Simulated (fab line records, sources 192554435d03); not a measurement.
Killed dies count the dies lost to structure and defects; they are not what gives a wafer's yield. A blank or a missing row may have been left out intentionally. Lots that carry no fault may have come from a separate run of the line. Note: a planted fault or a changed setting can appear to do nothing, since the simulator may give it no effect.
fab line records	flow n5Finfet
[record] lots = 5	wafers = 15	lastDay = 17
route steps=1938 shown MOL_CONTACT_COAG@626 BEOL_M0_SAQP@632 BEOL_M4@1111
lots that met no fault: taken from a fault-free run of the same line
startH: start of the lot's first displayed wafer, in hours after the record's first day	waitH: hours from the lot's prior step to this one	" the same as in the row above	L1.1+2: a row that stands for several wafers	- no value, or no start was given	* or withheld: withheld	< > ~ a bound
route shown NAME@n: a module of which the file shows steps, and the number in the route of the first	usual: mean and standard deviation over wafers with no fault	same: alike in all rows	chamber/n: place in a boat	sites: readings site by site	_std_site: their standard deviation	_edge_site: outer sites' mean less inner sites'	radiusMm: how far each site lies from the wafer's centre	mask NAME#n: copy n	behind: the tool/chamber that last shaped the wafer	hold: reason for holding the lot/hours on hold/outcome of the hold	device: whichever transistor did not switch (one of n, p or np)	end of line: the route-end tests of the same wafers	for a step that has no rows: nothing shown but its recipe	killed: the dies lost at the first sort to structure and to defects; this is not the yield of the wafer	map: the dies of a wafer, with x for killed, . for not killed, _ for no die there
set.NAME: the setting that was run; set.NAME@STEP: the one run at that earlier step	model.NAME: the simulator's own value behind a step, which no gauge read
lots at selected steps of the route; one table per step, one row per wafer
services: from which hour (startH, from the record's first day; less than 0 if before it) a tool's chamber was out of use, for how many hours, and why
[[steps]]
[step N5_MOL_CONTACT_COAG_SRD_128]
[recipe] dryTimeS = 32	dry = n2Spin	spinRpm = 1500
[step N5_MOL_CONTACT_COAG_CMP_52]
[recipe] stopOn = SiO2	tOverpolishS = 1.5	postCmpClean = wDiluteNh4oh	downForcePsi = 4	platenRpm = 50.289	padVelocityMS = 1.0006	targetThkNm = 66.5
[step N5_MOL_CONTACT_COAG_ANNEAL_112]
[recipe] tempC = 400	timeS = 1800	ambient = HPD2	pressureAtm = 10
[step N5_BEOL_M0_SAQP_PECVD_00]
[recipe] material = SiCN	targetThkA = 80	tempC = withheld	precursor = 3MS/NH3	pressureTorr = 3	rfW = 202	timeS = 14
[step N5_BEOL_M0_SAQP_ILD_DEP_01]
[recipe] material = SiOC	targetThkA = 454.19	tempC = 350	precursor = DEMS/O2	pressureTorr = 5	rfW = 500	timeS = 8.7
[step N5_BEOL_M0_SAQP_HM_DEP_02]
[recipe] material = TiN	targetThkA = 120	tempC = 25	chamberPressurePa = 0.49996
[step N5_BEOL_M0_SAQP_PECVD_03]
[recipe] material = SiCN	targetThkA = 120	tempC = withheld	precursor = 3MS/NH3	pressureTorr = 3	rfW = 202	timeS = 21.1
[step N5_BEOL_M0_SAQP_PECVD_96]
[recipe] material = a-Si	targetThkA = 450	tempC = 350	precursor = SiH4/He	pressureTorr = 3	rfW = 100	timeS = 45.2
[step N5_BEOL_M0_SAQP_PECVD_97]
[recipe] material = SiNx	targetThkA = 230	tempC = 350	precursor = SiH4/NH3/N2	pressureTorr = 1.5	rfW = 300	timeS = 19.9
[step N5_BEOL_M0_SAQP_PECVD_04]
[recipe] material = a-Si	targetThkA = 600	tempC = 350	precursor = SiH4/He	pressureTorr = 3	rfW = 100	timeS = 60.2
[usual] heaterPowerW = 650/66	rfFwdPowerW = 99.3/0.36	showerheadPlenumPTorr = 5.70/0.042	throttleValvePct = 17.4/0.6
lot.wafer	tool	chamber	startH	waitH	heaterPowerW	rfFwdPowerW	showerheadPlenumPTorr	throttleValvePct	model.a-Si_of_BEOL_M0_SAQP_PECVD_04.thkNm
L966.1	pecvd-02	0	110.12	0.0	564	99.5	5.66	17.4	60
L966.2	"	1	"	"	649	99.1	5.67	16.9	60
L966.6	"	0	"	"	565	99.1	5.65	17.3	60.8
L975.1	pecvd-02	1	163.33	0.0	651	-	5.69	17.1	56
L975.3	"	2	"	"	737	99.1	5.68	17.3	60.6
L975.4	"	0	"	"	551	100.0	5.67	17.9	61.4
L976.2	pecvd-02	0	172.43	0.0	580	-	5.65	17.6	56
L976.5	"	1	"	"	656	99.2	5.70	16.8	61
L976.6	"	0	"	"	577	99.1	5.65	17.7	61
L978.2	pecvd-02	0	191.00	0.0	629	-	5.66	17.6	57
L978.4	"	0	"	"	616	99.1	5.67	17.7	61.2
L978.6	"	2	"	"	702	99.3	5.66	17.3	62.2
L986.1	pecvd-01	1	227.60	0.0	628	99.4	5.69	17.8	59.6
L986.4	"	1	"	"	654	99.3	5.70	18.1	60.4
L986.6	"	0	"	"	645	99.9	5.73	17.4	61.2
[step N5_BEOL_M0_SAQP_THK_MEAS_05]
[usual] thkNm = 60.2/0.86
lot.wafer	tool	chamber	startH	waitH	thkNm
L966.1	filmMetro-02	-	110.21	0.1	60.1
L966.2	"	-	"	"	59.9
L966.6	"	-	"	"	60.8
L975.1	filmMetro-02	-	163.43	0.1	56.1
L975.3	"	-	"	"	60.6
L975.4	"	-	"	"	61.4
L976.2	filmMetro-01	-	172.52	0.1	55.9
L976.5	"	-	"	"	60.9
L976.6	"	-	"	"	61.0
L978.2	filmMetro-02	-	191.10	0.1	57.0
L978.4	"	-	"	"	61.2
L978.6	"	-	"	"	62.1
L986.1	filmMetro-02	-	227.69	0.1	59.5
L986.4	"	-	"	"	60.5
L986.6	"	-	"	"	61.1
[step N5_BEOL_M0_SAQP_HM_DEP_111]
[recipe] material = SiO2	targetThkA = 120	tempC = 400	precursor = SiH4/N2O	pressureTorr = 0.75	rfW = 275	timeS = 7.2
[step N5_BEOL_M0_SAQP_COAT_81]
[recipe] resist = SOC	tempC = 250	timeS = 60	spinRpm = 1500	resistThkNm = 100
[step N5_BEOL_M0_SAQP_COAT_82]
[recipe] resist = SiARC	tempC = 220	timeS = 60	spinRpm = 1500	resistThkNm = 30
[step N5_BEOL_M0_SAQP_COAT_08]
[recipe] resist = CAR-ArF	spinRpm = 1500	resistThkNm = 90
[step N5_BEOL_M0_SAQP_EBR_10]
[recipe] solvent = PGMEA	ebrWidthMm = 1.5
[step N5_BEOL_M0_SAQP_SOFTBAKE_09]
[recipe] tempC = 110	timeS = 60	resist = CAR-ArF
[step N5_BEOL_M0_SAQP_EXPOSE_11]
[recipe] maskId = M0_CORE	na = 1.35	sourceShape = dipole	sigmaInner = 0.538	sigmaOuter = 0.738	polarization = te	targetCdNm = 42	doseMj = 55
[step N5_BEOL_M0_SAQP_PEB_12]
[recipe] pebTempC = withheld	pebTimeS = 60	resist = CAR-ArF
[step N5_BEOL_M0_SAQP_DEVELOP_13]
[recipe] developTimeS = 30	developer = TMAH	resist = CAR-ArF	devTempC = 23	rinseLiquid = diw	dry = airSpin
[step N5_BEOL_M0_SAQP_DESCUM_19]
[recipe] chemistry = O2	timeS = 7.9	sourcePowerW = 50	biasPowerW = 20	pressureMtorr = 20	rfFrequencyHz = 2.712e+07	tempC = 40	resist = CAR-ArF	o2FlowSccm = 225
[step N5_BEOL_M0_SAQP_ETCH_83]
[recipe] chemistry = CF4	target = SiARC	targetDepthA = 390	maskMaterial = CAR-ArF	timeS = 65	ionEnergyEv = 80	pressureMtorr = 40	sourceW = 545	biasW = 36	Ar_flow_sccm = 100	cf4FlowSccm = 100	ends = cleared
[step N5_BEOL_M0_SAQP_ETCH_84]
[recipe] chemistry = N2/H2	target = SOC	targetDepthA = 1000	overetchA = 200	maskMaterial = SiARC	tempC = 40	timeS = 150	ionEnergyEv = 200	pressureMtorr = 30	sourceW = 840	biasW = 150	n2FlowSccm = 200	h2FlowSccm = 200
[step N5_BEOL_M0_SAQP_STRIP_80]
[recipe] chemistry = N2/H2	tempC = 40	n2FlowSccm = 200	h2FlowSccm = 200	rfFrequencyHz = 6e+07
[step N5_BEOL_M0_SAQP_HM_OPEN_112]
[recipe] chemistry = CHF3/O2	target = SiO2	stopOn = a-Si	targetDepthA = 120	overEtchFrac = 1.25	maskMaterial = SOC	timeS = 13.5	pressureMtorr = 30	sourceW = 650	biasW = 170	Ar_flow_sccm = 200	CHF3_flow_sccm = 50	O2_flow_sccm = 5	ionEnergyEv = 200	ends = endPoint
[step N5_BEOL_M0_SAQP_STRIP_113]
[recipe] chemistry = CHF3/O2	resist = SiARC	rfFrequencyHz = 6e+07
[step N5_BEOL_M0_SAQP_MANDREL_ETCH_20]
[recipe] targetDepthA = 600	chemistry = HBr/Cl2	target = a-Si	stopOn = SiNx	btTimeS = 10	maskMaterial = SOC	overEtchFrac = 0.5	timeS = 30	pressureMtorr = 10	icpW = 800	biasW = 75	HBr_flow_sccm = 150	Cl2_flow_sccm = 80	ends = endPoint
[usual] HBr_flow_sccm = 150.0/0.46	drypumpMotorCurrentA = 5.6/0.46	oesProductAu = 0.776/0.015	rfFwdPowerW = 796.0/2.7	throttleValvePct = 35.5/0.32
lot.wafer	tool	chamber	startH	waitH	HBr_flow_sccm	drypumpMotorCurrentA	oesProductAu	rfFwdPowerW	rfHoursCounterH	throttleValvePct	model.etch.depthNm
L966.1	rieSi-05	0	110.93	0.0	149.6	5.7	0.780	796.2	182	35.8	60.08
L966.2	"	1	"	"	149.4	6.2	0.790	801.0	42	35.4	59.91
L966.6	"	0	"	"	149.5	5.7	0.783	797.3	-	35.7	60.8
L975.1	rieSi-05	0	164.83	0.0	150.2	5.7	0.745	796.3	183	35.8	56.09
L975.3	"	1	"	"	150.5	6.3	0.789	793.6	43	35.4	60.6
L975.4	"	2	"	"	150.1	5.1	0.769	797.4	129	35.6	61.41
L976.2	rieSi-01	0	173.25	0.0	150.6	5.7	0.758	792.7	129	35.6	55.9
L976.5	"	0	"	"	149.6	5.7	0.792	797.6	-	35.5	60.91
L976.6	"	3	"	"	150.4	6.3	0.798	798.1	-	35.1	60.94
L978.2	rieSi-05	3	192.37	0.0	149.9	5.4	0.747	795.5	76	35.5	56.96
L978.4	"	1	"	"	150.1	6.3	0.783	798.0	43	35.4	61.18
L978.6	"	0	"	"	150.4	5.7	0.788	795.5	-	35.7	62.02
L986.1	rieSi-01	2	228.54	0.0	149.7	5.0	0.757	794.0	96	35.0	59.53
L986.4	"	0	"	"	149.7	5.8	0.790	793.7	131	35.5	60.5
L986.6	"	1	"	"	149.3	5.8	0.772	794.5	-	36.2	61.21
[step N5_BEOL_M0_SAQP_STRIP_86]
[recipe] chemistry = N2/H2	powerW = 500	tempC = 40	pressureMtorr = 50	rfFrequencyHz = 6e+07	overashFraction = 0.3	biasPowerW = 28	h2Frac = 0.5	n2FlowSccm = 300	h2FlowSccm = 300
[step N5_BEOL_M0_SAQP_STRIP_115]
[recipe] chemistry = postEtchResidueRemover	timeS = 60	tempC = 25	removerPh = withheld	removerWaterWtPct = withheld	removerFluorideWtPct = withheld
[step N5_BEOL_M0_SAQP_SRD_93]
[recipe] dry = ipaMarangoni	timeS = 30	tempC = 23	rinseLiquid = diw
[step N5_BEOL_M0_SAQP_RECESS_114]
[recipe] chemistry = HF/NH3	target = SiO2	targetDepthA = 144	afsCycles = 3	tempC = 30	sublimationTempC = 180	sublimationTimeS = 60
[step N5_BEOL_M0_SAQP_SPACER1_ALD_98]
[recipe] material = SiO2	targetThkA = 128	tempC = 300	aldPrecursorFamily = BDEAS	aldCoReactant = O2-plasma	pulseTimeS = 1	purgeTimeS = 2	coReactantPurgeTimeS = 2	aldCycles = 138	pressureTorr = 2
[step N5_BEOL_M0_SAQP_SPACER1_ETCHBACK_99]
[recipe] chemistry = CHF3/O2	mode = anisotropicEtchback	target = SiO2	targetDepthA = 154	timeS = 7.7	pressureMtorr = 30	sourceW = 650	biasW = 170	Ar_flow_sccm = 200	CHF3_flow_sccm = 50	O2_flow_sccm = 5	ionEnergyEv = 200
[usual] drypumpMotorCurrentA = 5.8/0.39	oesProductAu = 0.75/0.068	rfFwdPowerW = 645.2/2.3	rfVppV = 526/8.9	showerheadPlenumPTorr = 2.42/0.091	throttleValvePct = 18.94/0.24
lot.wafer	tool	chamber	startH	waitH	drypumpMotorCurrentA	oesProductAu	rfFwdPowerW	rfHoursCounterH	rfVppV	showerheadPlenumPTorr	throttleValvePct	model.a-Si_of_BEOL_M0_SAQP_PECVD_04.thkNm
L966.1	rieDiel-06	2	112.02	0.3	6.3	0.74	645.5	179	524	2.40	18.78	59.4
L966.2	"	3	"	"	6.3	0.82	642.1	66	520	2.45	18.85	59.4
L966.6	"	1	"	"	5.8	0.90	646.1	-	524	2.47	18.82	60.2
L975.1	rieDiel-01	1	165.97	0.3	6.3	0.79	650.2	149	541	2.51	18.53	55.4
L975.3	"	3	"	"	5.7	0.71	643.2	194	517	2.49	18.83	60
L975.4	"	0	"	"	5.5	0.83	645.7	68	520	2.55	18.99	60.8
L976.2	rieDiel-05	1	174.63	0.4	6.1	0.70	639.8	216	519	2.30	18.66	55.4
L976.5	"	3	"	"	5.8	0.71	641.8	-	524	2.51	19.11	60.4
L976.6	"	0	"	"	5.5	0.75	644.9	-	537	2.32	19.08	60.4
L978.2	rieDiel-05	3	193.50	0.3	5.8	0.71	644.5	190	523	2.51	19.10	56.4
L978.4	"	1	"	"	6.1	0.69	649.4	222	517	2.30	18.66	60.6
L978.6	"	2	"	"	5.6	0.67	647.4	-	537	2.46	19.11	61.4
L986.1	rieDiel-01	3	231.29	0.3	5.7	0.71	645.5	212	518	2.48	18.87	59
L986.4	"	1	"	"	6.3	0.79	646.6	166	540	2.51	18.56	59.8
L986.6	"	2	"	"	6.4	0.72	648.1	-	513	2.30	18.78	60.6
[step N5_BEOL_M0_SAQP_MANDREL1_REMOVE_100]
[recipe] chemistry = HBr/Cl2/O2	btTimeS = 10	target = a-Si	stopOn = SiNx	endpoint = OES-SiCl	overEtchFrac = 0.85	icpW = 600	biasW = 30	HBr_flow_sccm = 150	Cl2_flow_sccm = 80	O2_flow_sccm = 5	pressureMtorr = 10
[step N5_BEOL_M4_RC_MEAS_101]
[usual] DIBL_N = 35.8/1.6	DIBL_P = 36.0/1.9	IOFF_N = 0.151/0.029	IOFF_P = 0.21/0.037	ION_N = 673/12	ION_P = 463/7.3	SS_N = 71.5/0.58	SS_P = 73.2/0.61	VT_N = 251/3.3	VT_P = -250/3.3
lot.wafer	tool	chamber	startH	waitH	DIBL_N[mV/V]	DIBL_P[mV/V]	IOFF_N[nA/um]	IOFF_P[nA/um]	ION_N[uA/um]	ION_P[uA/um]	SS_N[mV/dec]	SS_P[mV/dec]	VT_N[mV]	VT_P[mV]
L966.1	prober-02	0	161.92	0.6	38.9	39.9	0.190	0.26	692	474	72.2	73.7	248	-246
L966.2	"	0	"	"	37.2	35.9	0.139	0.19	664	455	71.7	72.8	255	-253
L966.6	"	0	"	"	36.5	35.5	0.129	0.19	663	457	72.1	73.1	255	-251
L975.1	prober-02	0	213.18	0.0	33.6	35.0	0.128	0.22	662	467	72.3	73.0	256	-248
L975.3	"	0	"	"	33.8	34.5	0.136	0.21	667	465	71.4	72.9	251	-247
L975.4	"	0	"	"	36.6	38.1	0.195	0.28	684	472	72.1	73.7	248	-243
L976.2	prober-02	0	239.49	0.2	35.7	36.8	0.165	0.23	678	467	71.4	73.1	248	-247
L976.5	"	0	"	"	36.6	38.7	0.195	0.27	692	475	71.9	73.5	247	-246
L976.6	"	0	"	"	36.0	37.5	0.173	0.25	673	466	72.4	74.3	245	-248
L978.2	prober-02	0	249.54	0.2	36.6	37.3	0.144	0.19	682	461	72.2	73.9	252	-254
L978.4	"	0	"	"	34.1	34.0	0.119	0.16	669	453	70.8	72.8	251	-254
L978.6	"	0	"	"	36.6	37.1	0.163	0.19	668	450	72.0	73.7	249	-253
L986.1	prober-01	0	298.73	0.0	35.4	37.2	0.163	0.22	687	471	71.6	74.1	248	-249
L986.4	"	0	"	"	35.1	36.1	0.154	0.20	676	460	71.5	73.4	247	-252
L986.6	"	0	"	"	35.6	37.5	0.161	0.21	675	464	71.8	74.1	249	-251
[[services]]
tool	chamber	startH	hours	kind
rieDiel-06	3	91.32	4.9	repair
pecvd-02	1	113.56	5.0	scheduledDown
rieSi-05	0	124.86	0.9	repair
rieDiel-06	2	124.88	3.2	repair
pecvd-01	-	139.51	14.6	pm
rieDiel-05	0	157.45	2.8	repair
pecvd-02	0	181.80	2.1	scheduledDown
pecvd-02	1	197.56	2.1	scheduledDown
rieDiel-06	2	201.30	23.7	repair
rieDiel-06	3	202.27	7.3	repair
rieDiel-01	-	211.73	3.2	repair
rieDiel-05	2	220.81	-	clean
rieDiel-05	2	220.81	-	consumableReplace:focusRing
rieDiel-05	2	220.81	17.9	scheduledDown
rieDiel-05	2	220.81	17.9	ventCycle
rieDiel-06	0	226.90	-	clean
rieDiel-06	0	226.90	-	consumableReplace:focusRing
rieDiel-06	0	226.90	-	consumableReplace:showerhead
rieDiel-06	0	226.90	20.7	scheduledDown
rieDiel-06	0	226.90	20.7	ventCycle
[[key]]
[firstSign] step = N5_BEOL_M0_SAQP_THK_MEAS_05	reading = thkNm	direction = down	sigmas = 4.5	usual = *	struck = *
effect none on later readings
[modelEffect] step = N5_BEOL_M0_SAQP_PECVD_04	value = a-Si_of_BEOL_M0_SAQP_PECVD_04.thkNm	without = 60	struck = 56.33
[modelEffect] step = N5_BEOL_M0_SAQP_MANDREL_ETCH_20	value = etch.depthNm	without = 60.02	struck = 56.32
[modelEffect] step = N5_BEOL_M0_SAQP_SPACER1_ETCHBACK_99	value = a-Si_of_BEOL_M0_SAQP_PECVD_04.thkNm	without = 59.4	struck = 55.73
metAt N5_BEOL_M0_SAQP_PECVD_04
struckWafers L975.1,L976.2,L978.2
onsetBetween 110.12 163.33
[fault] kind = processParameterDrift	tool = pecvd-02	chamber = -	onsetH = 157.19	steps = N5_BEOL_M0_SAQP_PECVD_04	channel = timeS	offset = *	shape = step	endH = 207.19	scope = struckWafersOnly	actsIn = *	stated = *
